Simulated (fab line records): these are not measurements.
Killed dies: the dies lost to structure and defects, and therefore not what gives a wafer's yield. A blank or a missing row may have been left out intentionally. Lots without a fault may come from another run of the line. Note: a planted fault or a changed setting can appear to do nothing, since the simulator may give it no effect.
fab line records | flow nandHarc
record: lots: 12 wafers: 36 lastDay: 33
route steps=1302 shown A_ONON_D1@427 A_CHANNEL_HOLE_D1@457 END@1302
lots that met no fault: taken from a fault-free run of the same line
startH: hours from the record's opening day to when the first of the lot's shown wafers began | waitH: hours from the lot's prior step to this one | " repeats the value in the row above | L1.1+2: a row that stands for several wafers | - no value, or no start given | * or withheld: withheld | < > ~ a bound
route shown NAME@n: NAME is a module with steps in the file, n the number in the route of the first one | usual: mean/standard deviation of fault-free wafers | same: alike in all rows | chamber/n: place in a boat | sites: each site's reading | _std_site: standard deviation of those values | _edge_site: inner sites' mean taken away from outer sites' mean | radiusMm: for every site, how far away it sits from the centre of the wafer | mask NAME#n: copy n | behind: the last tool/chamber to shape the wafer | hold: why the lot went on hold/how many hours it stayed there/how the hold came to an end | device: which transistor (n, p or np) failed to switch | end of line: the tests these same wafers got at the end of their route | for a step that has no rows: nothing shown but its recipe | killed: dies that structure and defects cost at the first sort, which is not the same as the wafer's yield | map: the dies of a wafer, with x for killed, . for not killed, _ for no die there
set.NAME: the run value of the setting; set.NAME@STEP: its run value at that earlier step | model.NAME: the simulator's own value behind a step, which no gauge read
the route's steps for a sample of lots (tables are steps, rows are wafers)
services: the hour from which a tool's chamber was out of use, counted from the record's first day as startH (under 0 if before that day), plus the number of hours and why
== steps ==
step: NHARC_A_ONON_D1_THK_MEAS_05
recipe: thkMeasGauge: ellipsometry
usual: thkNm: 998/11
columns lot.wafer tool chamber startH waitH thkNm
L113.1 filmMetro-02 - 171.01 - 1000
L113.4 " - " " 1000
L113.5 " - " " 1002
L114.2 filmMetro-01 - 180.99 - 994
L114.4 " - " " 993
L114.6 " - " " 992
L115.4 filmMetro-02 - 191.49 - 990
L115.5 " - " " 990
L115.6 " - " " 990
L116.1 filmMetro-01 - 200.40 - 995
L116.3 " - " " 994
L116.6 " - " " 994
L121.1 filmMetro-01 - 267.25 - 1001
L121.2 " - " " 1001
L121.5 " - " " 1002
L124.1 filmMetro-02 - 278.54 - 1005
L124.3 " - " " 1004
L124.4 " - " " 1003
L125.2 filmMetro-01 - 305.00 - 1013
L125.3 " - " " 1013
L125.5 " - " " 1013
L126.1 filmMetro-02 - 305.00 - 999
L126.4 " - " " 999
L126.5 " - " " 1000
L132.2 filmMetro-01 - 363.29 - 990
L132.5 " - " " 990
L132.6 " - " " 988
L133.2 filmMetro-01 - 375.30 - 982
L133.4 " - " " 983
L133.5 " - " " 982
L134.1 filmMetro-01 - 380.66 - 994
L134.3 " - " " 997
L134.4 " - " " 996
L135.2 filmMetro-02 - 390.51 - 1009
L135.4 " - " " 1008
L135.6 " - " " 1008
step: NHARC_A_CHANNEL_HOLE_D1_SOFTBAKE_05
recipe: tempC: 105 timeS: 55
usual: heaterPowerTotalW: 188.45/0.14
same: timeS: 55
columns lot.wafer tool chamber startH waitH heaterPowerTotalW
L113.1 lithoTrack-01 0 185 - 188.70
L113.4 " 0 " " 188.41
L113.5 " 0 " " 188.54
L114.2 lithoTrack-04 0 195 - 188.28
L114.4 " 0 " " 188.41
L114.6 " 0 " " 188.79
L115.4 lithoTrack-06 0 208 - 188.48
L115.5 " 0 " " 188.47
L115.6 " 0 " " 188.42
L116.1 lithoTrack-04 0 216 - 188.30
L116.3 " 0 " " 188.28
L116.6 " 0 " " 188.43
L121.1 lithoTrack-04 0 281 - 188.36
L121.2 " 0 " " 188.32
L121.5 " 0 " " 188.39
L124.1 lithoTrack-04 0 296 - 184.94
L124.3 " 0 " " 185.05
L124.4 " 0 " " 185.03
L126.1 lithoTrack-04 0 321 - 185.15
L126.4 " 0 " " 185.12
L126.5 " 0 " " 185.18
L125.2 lithoTrack-06 0 321 - 188.39
L125.3 " 0 " " 188.49
L125.5 " 0 " " 188.47
L132.2 lithoTrack-01 0 380 - 188.29
L132.5 " 0 " " 188.33
L132.6 " 0 " " 188.41
L133.2 lithoTrack-06 0 391 - 188.69
L133.4 " 0 " " 188.39
L133.5 " 0 " " 188.35
L134.1 lithoTrack-06 0 396 - 188.20
L134.3 " 0 " " 188.27
L134.4 " 0 " " 188.68
L135.2 lithoTrack-01 0 406 - 188.54
L135.4 " 0 " " 188.34
L135.6 " 0 " " 188.33
step: NHARC_A_CHANNEL_HOLE_D1_ETCH_23
recipe: biasV: 5000 sourceW: withheld pressureMtorr: 20 timeS: 819 arFlowSccm: 375 c4f8FlowSccm: 89.3 o2FlowSccm: 35.7 tempC: -20 targetDepthA: 16000 chemistry: C4F8/O2/Ar
usual: chamberPressureMTorr: 20.004/0.018 drypumpMotorCurrentA: 5.7/0.51 o2FlowSccm: 35.70/0.11 showerheadPlenumPTorr: 3.65/0.11 throttleValvePct: 32.155/0.0086
same: timeS: 819
columns lot.wafer tool chamber startH waitH chamberPressureMTorr drypumpMotorCurrentA o2FlowSccm rfHoursCounterH showerheadPlenumPTorr throttleValvePct
L113.1 harEtch-02 0 188.51 0.5 19.993 5.8 35.70 299 3.76 32.158
L113.4 " 0 " " 19.990 5.8 35.72 - 3.76 32.157
L113.5 " 1 " " 19.987 5.1 35.81 - 3.76 32.145
L114.2 harEtch-02 1 199.24 0.5 19.986 5.1 35.65 303 3.76 32.142
L114.4 " 1 " " 19.999 5.1 35.66 - 3.76 32.156
L114.6 " 0 " " 19.991 5.8 35.56 - 3.76 32.160
L115.4 harEtch-01 1 215.35 0.5 20.021 5.3 35.54 - 3.52 32.148
L115.6 " 0 " " 19.990 6.4 35.62 - 3.73 32.146
L115.5 " 1 " " 20.007 5.3 35.71 - 3.52 32.166
L116.1 harEtch-02 1 221.77 0.5 19.999 5.1 35.82 318 3.75 32.146
L116.3 " 1 " " 19.989 5.1 35.55 - 3.75 32.153
L116.6 " 1 " " 20.006 5.1 35.38 - 3.75 32.146
L121.2 harEtch-01 1 285.07 0.5 19.991 5.3 35.85 143 3.50 32.152
L121.1 " 0 " " 20.008 6.5 35.66 143 3.70 32.154
L121.5 " 1 " " 20.027 5.3 35.73 - 3.50 32.144
L124.1 harEtch-01 1 304.23 0.5 20.000 5.3 35.72 158 3.50 32.158
L124.4 " 1 " " 20.044 5.3 35.91 - 3.50 32.156
L124.3 " 0 " " 19.999 6.4 35.79 - 3.70 32.164
L126.1 harEtch-01 0 326.65 0.5 19.984 6.4 35.74 170 3.69 32.154
L126.4 " 1 " " 19.995 5.3 35.72 - 3.49 32.149
L126.5 " 1 " " 19.995 5.3 35.69 - 3.49 32.139
L125.2 harEtch-02 0 326.79 0.5 20.002 5.8 35.64 383 3.72 32.154
L125.3 " 1 " " 19.979 5.1 35.75 - 3.73 32.149
L125.5 " 0 " " 20.039 5.8 35.70 - 3.72 32.131
L132.2 harEtch-01 0 384.89 0.5 20.006 6.4 35.64 204 3.67 32.153
L132.5 " 1 " " 19.997 5.3 35.73 - 3.47 32.154
L132.6 " 0 " " 19.997 6.5 35.75 - 3.67 32.151
L133.2 harEtch-01 1 396.62 0.5 19.991 5.3 35.75 215 3.47 32.146
L133.4 " 0 " " 19.986 6.4 35.57 - 3.67 32.156
L133.5 " 1 " " 20.000 5.3 35.59 - 3.47 32.163
L134.1 harEtch-01 0 400.76 0.5 19.986 6.4 35.73 219 3.66 32.165
L134.4 " 1 " " 19.999 5.3 35.71 - 3.46 32.143
L134.3 " 0 " " 20.012 6.4 35.69 - 3.66 32.146
L135.2 harEtch-02 0 409.95 0.5 20.010 5.8 35.75 13 3.70 32.155
L135.4 " 1 " " 19.983 5.1 35.74 - 3.71 32.153
L135.6 " 1 " " 19.986 5.1 35.76 - 3.71 32.145
step: NHARC_A_CHANNEL_HOLE_D1_ETCH_24
recipe: biasV: 5000 sourceW: withheld pressureMtorr: 20 timeS: 906.2 arFlowSccm: 375 c4f8FlowSccm: 93.8 o2FlowSccm: 31.2 tempC: -20 targetDepthA: 15000 chemistry: C4F8/O2/Ar
usual: chamberPressureMTorr: 19.999/0.017 drypumpMotorCurrentA: 5.7/0.52 o2FlowSccm: 31.19/0.09 showerheadPlenumPTorr: 3.65/0.11 throttleValvePct: 32.236/0.0085
same: timeS: 906.2
columns lot.wafer tool chamber startH waitH chamberPressureMTorr drypumpMotorCurrentA o2FlowSccm rfHoursCounterH showerheadPlenumPTorr throttleValvePct
L113.1 harEtch-02 0 189.21 0.6 20.000 5.8 31.19 300 3.76 32.241
L113.4 " 0 " " 19.972 5.8 31.10 - 3.76 32.251
L113.5 " 1 " " 19.988 5.1 31.44 - 3.76 32.236
L114.2 harEtch-02 1 199.94 0.6 20.016 5.1 31.21 304 3.76 32.253
L114.4 " 1 " " 19.982 5.1 31.18 - 3.76 32.239
L114.6 " 0 " " 20.032 5.8 30.97 - 3.76 32.230
L115.4 harEtch-01 1 216.08 0.6 19.982 5.3 31.22 - 3.52 32.240
L115.6 " 0 " " 19.993 6.4 31.24 - 3.72 32.231
L115.5 " 1 " " 19.998 5.3 31.03 - 3.52 32.223
L116.1 harEtch-02 1 222.47 0.6 19.963 5.1 31.38 319 3.75 32.238
L116.3 " 1 " " 20.021 5.1 31.37 - 3.75 32.235
L116.6 " 1 " " 19.998 5.1 31.25 - 3.75 32.230
L121.2 harEtch-01 1 285.77 0.6 20.006 5.3 31.04 144 3.50 32.255
L121.1 " 0 " " 20.033 6.4 31.28 144 3.70 32.238
L121.5 " 1 " " 19.968 5.3 31.08 - 3.50 32.249
L124.1 harEtch-01 1 304.94 0.6 20.008 5.3 31.24 159 3.49 32.233
L124.4 " 1 " " 19.999 5.3 31.19 - 3.49 32.231
L124.3 " 0 " " 20.030 6.5 31.13 - 3.69 32.245
L126.1 harEtch-01 0 327.34 0.6 20.020 6.4 31.18 170 3.68 32.223
L126.4 " 1 " " 19.984 5.3 30.96 - 3.49 32.237
L126.5 " 1 " " 20.017 5.3 31.08 - 3.48 32.235
L125.2 harEtch-02 0 327.49 0.6 19.983 5.8 31.16 384 3.71 32.243
L125.3 " 1 " " 19.971 5.1 31.34 - 3.72 32.251
L125.5 " 0 " " 20.018 5.8 31.19 - 3.71 32.241
L132.2 harEtch-01 0 385.60 0.6 19.995 6.4 31.18 205 3.67 32.250
L132.5 " 1 " " 19.976 5.3 31.32 - 3.47 32.245
L132.6 " 0 " " 19.998 6.4 31.18 - 3.67 32.234
L133.2 harEtch-01 1 397.32 0.6 20.003 5.3 31.10 216 3.46 32.241
L133.4 " 0 " " 19.997 6.5 31.16 - 3.66 32.240
L133.5 " 1 " " 19.989 5.3 31.09 - 3.46 32.232
L134.1 harEtch-01 0 401.46 0.6 20.002 6.5 31.19 220 3.66 32.233
L134.4 " 1 " " 19.981 5.3 31.29 - 3.46 32.231
L134.3 " 0 " " 19.972 6.5 31.21 - 3.66 32.244
L135.2 harEtch-02 0 410.65 0.6 20.014 5.8 31.25 14 3.69 32.234
L135.4 " 1 " " 19.990 5.1 31.21 - 3.70 32.229
L135.6 " 1 " " 20.036 5.1 31.23 - 3.70 32.232
step: NHARC_END_SORT_01
recipe: tempC: 25
usual: killedAtArray: 63/17 killedAtOther: 0.8/1.1 killedAtPeriphery: 3.5/3 killedDies: 67/17 killedOpen: 3.1/1.6 killedShort: 2.6/1.4
same: grossDies: 677
columns lot.wafer tool chamber startH waitH killedAtArray killedAtOther killedAtPeriphery killedDies killedOpen killedShort
L126.1 prober-01 0 698.24 2.5 64 3 17 84 0 0
L126.4 prober-01 0 700.61 3.4 73 1 14 88 2 3
L126.5 prober-01 0 701.41 3.7 77 1 15 93 2 2
killed by level:class
L126.1 A_SLIT:chamberFilmFlake=27 A_CHANNEL_HOLE_D2:chamberFilmFlake=17 A_CONTACT:chamberFilmFlake=9 P_M1:chamberFilmFlake=6 A_CHANNEL_HOLE_D1:chamberFilmFlake=5 P_GATE:chamberFilmFlake=4 P_BONDPAD:chamberFilmFlake=4 A_M0:chamberFilmFlake=4
L126.4 A_SLIT:chamberFilmFlake=31 A_CHANNEL_HOLE_D2:chamberFilmFlake=20 A_CONTACT:chamberFilmFlake=8 P_ZERO_WELL:chamberFilmFlake=5 A_CHANNEL_HOLE_D1:chamberFilmFlake=4 P_M1:chamberFilmFlake=4 P_BONDPAD:chamberFilmFlake=4 A_M0:chamberFilmFlake=3
L126.5 A_SLIT:chamberFilmFlake=34 A_CHANNEL_HOLE_D2:chamberFilmFlake=21 P_M1:chamberFilmFlake=9 A_CONTACT:chamberFilmFlake=8 A_CHANNEL_HOLE_D1:chamberFilmFlake=5 P_GATE:chamberFilmFlake=4 A_STAIRCASE:chamberFilmFlake=3 P_BONDPAD:chamberFilmFlake=2
== services ==
columns tool chamber startH hours kind
lithoTrack-06 - 179.00 7.0 pm
lithoTrack-04 - 203.00 7.0 pm
harEtch-02 1 224.52 - consumableReplace:focusRing
harEtch-02 1 224.52 17.0 scheduledDown
harEtch-02 1 224.52 17.0 ventCycle
lithoTrack-01 - 330.00 7.0 pm
lithoTrack-06 - 354.00 7.0 pm
harEtch-02 - 377.00 17.0 pm
harEtch-02 0 377.00 17.0 ventCycle
harEtch-02 1 377.00 17.0 ventCycle
lithoTrack-04 - 378.00 7.0 pm
harEtch-02 0 394.00 - clean
harEtch-02 0 394.00 - consumableReplace:focusRing
harEtch-02 1 394.00 - clean
== key ==
firstSign: step: NHARC_A_CHANNEL_HOLE_D1_SOFTBAKE_05 reading: heaterPowerTotalW direction: down sigmas: 25 usual: * struck: *
effect none on later readings
metAt NHARC_A_CHANNEL_HOLE_D1_SOFTBAKE_05
struckLots L124,L126
testerLeftOut L124,L126
notActingAt NHARC_A_ONON_D1_THK_MEAS_05,NHARC_A_CHANNEL_HOLE_D1_ETCH_23,NHARC_A_CHANNEL_HOLE_D1_ETCH_24
onsetBetween 281 296
fault: kind: processParameterDrift tool: lithoTrack-04 chamber: - onsetH: 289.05 steps: NHARC_A_CHANNEL_HOLE_D1_SOFTBAKE_05 channel: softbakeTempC offset: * shape: step endH: 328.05 actsIn: * stated: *
testerLeftOut: of these lots the tester's yield and bins aren't shown, on N5 and GAA mostly nor the transistor test; their killed dies are dies lost to structure and defects alone, not to doping, threshold or leakage, so they don't give the yield
